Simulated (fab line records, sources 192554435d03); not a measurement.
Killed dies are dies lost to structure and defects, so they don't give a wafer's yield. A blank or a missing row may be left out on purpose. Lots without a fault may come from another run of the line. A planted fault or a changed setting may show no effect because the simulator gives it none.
A struck lot beside a sound one | flow n5_finfet | 15 steps out of a route of 1938
Sound: wafers L149.3, L149.5, L149.6. Struck: wafers L160.2, L160.5, L160.6. The cause comes at the end.
At each step with rows: each side's tool, then ch and its chambers, then its first start. Under that, the readings that differ: sound wafers | struck wafers | difference of the means | sigmas: that difference in standard deviations of wafers without a fault.
alike: readings whose means differ by less than 2 such deviations, and words and numbers that are the same on both sides. not compared: withheld readings, readings that some wafer has no value for, bounds like >300 that may hide the same value, and numbers for which the record gives no deviation and whose values overlap.
The two part at a step that has a row with sigmas, a row that says differs or no value, or rows on one side only. Numbers that don't overlap but have no deviation are shown without sigmas and don't part them. A reading that every wafer of one side lacks parts them only if that side has two wafers or more.

first, 1 step without rows for these wafers: N5_BEOL_M15_HARDBAKE_14 (time 120 s).
N5_BEOL_M15_CD_MEAS_10: target cd 360 nm.
  sound on cd_sem-03 ch 0, day 11 21:44; struck on cd_sem-01 ch 0, day 15 09:58
  reading    | sound             | struck            | difference | sigmas
  cd_nm (nm) | 354.1 356.4 358.5 | 360.5 359.4 359.4 | +3.4       | +2
N5_BEOL_M15_OVL_MEAS_11:
  sound on overlay-02 ch 0, day 11 21:46; struck on overlay-01 ch 0, day 15 09:59
  reading      | sound      | struck | difference | sigmas
  V14_OVL (nm) | -10 -5 -13 | 2 4 2  | +12        | +2
N5_BEOL_M15_INSPECT_12: inspects for defects (macro).
  sound on defect_inspect-02, day 11 21:47; struck on defect_inspect-01, day 15 10:01
  alike: raw_defect_count
N5_BEOL_M15_DESCUM_15: chemistry O2, time 7.9 s.
  sound on rie_diel-04 ch 1,2, day 11 21:50; struck on rie_diel-01 ch 0,1,2, day 15 10:03
  alike: drypump_motor_current_A, oes_product_au, rf_vpp_V, showerhead_plenum_p_Torr, temp_c, throttle_valve_pct
  not compared: rf_hours_counter_h
N5_BEOL_M15_ETCH_59: etches BARC in N2/H2, target depth 89 nm, overetch 26.7 nm, time 67.9 s.
  sound on rie_diel-04 ch 1,2, day 11 21:52; struck on rie_diel-01 ch 0,1,2, day 15 10:05
  alike: drypump_motor_current_A, oes_product_au, rf_vpp_V, showerhead_plenum_p_Torr, throttle_valve_pct
  not compared: rf_hours_counter_h
N5_BEOL_M15_VIA_ETCH_16: etches SiO2 in C4F8/O2/Ar, target depth 1792.2 nm.
  sound on rie_diel-04 ch 1,2, day 11 21:55; struck on rie_diel-01 ch 0,1,2, day 15 10:08
  alike: drypump_motor_current_A, oes_product_au, rf_vpp_V, showerhead_plenum_p_Torr, throttle_valve_pct
N5_BEOL_M15_STRIP_63: strips in O2.
  sound on rie_diel-04 ch 1,2; struck on rie_diel-01 ch 0,1,2
  alike: drypump_motor_current_A, oes_product_au, rf_vpp_V, showerhead_plenum_p_Torr, temp_c, throttle_valve_pct
  not compared: rf_hours_counter_h
then, 3 steps without rows for these wafers: N5_BEOL_M15_STRIP_64 (strips in O2); N5_BEOL_M15_STRIP_65 (strips in post etch residue remover, time 60 s); N5_BEOL_M15_SRD_66 (time 30 s, dry time 30 s).
N5_BEOL_M15_CD_MEAS_17: target cd 360 nm.
  sound on cd_sem-01, day 11 22:22; struck on cd_sem-03, day 15 10:33
  alike: cd_nm
N5_BEOL_M15_COAT_56: time 60 s, resist thk 550 nm.
  sound on litho_track-02 ch 0, day 11 22:25; struck on litho_track-01 ch 0, day 15 10:35
  reading                  | sound                | struck               | difference | sigmas
  heater_power_total_W (W) | 500.5 500.3 499.9    | 481.1 478.2 481.1    | -20.1      | -12
  plate_temp_C (C)         | 250.23 249.95 250.08 | 241.31 241.48 241.52 | -8.65      | -58
N5_BEOL_M15_ETCH_57: etches SOC in N2/H2, time 750 s.
  sound on rie_diel-04 ch 0,1,3, day 11 22:28; struck on rie_diel-04 ch 2,3, day 15 10:39
  alike: drypump_motor_current_A, oes_product_au, rf_vpp_V, showerhead_plenum_p_Torr, throttle_valve_pct
  not compared: rf_hours_counter_h
N5_PASSIVATION_PROBE_49:
  the record has rows for the sound wafers here (prober-02, day 12 14:40) and none for the struck ones

WHERE THEY PART
First at N5_BEOL_M15_CD_MEAS_10; last, within this record, at N5_PASSIVATION_PROBE_49.

WHY: what the simulator had put in
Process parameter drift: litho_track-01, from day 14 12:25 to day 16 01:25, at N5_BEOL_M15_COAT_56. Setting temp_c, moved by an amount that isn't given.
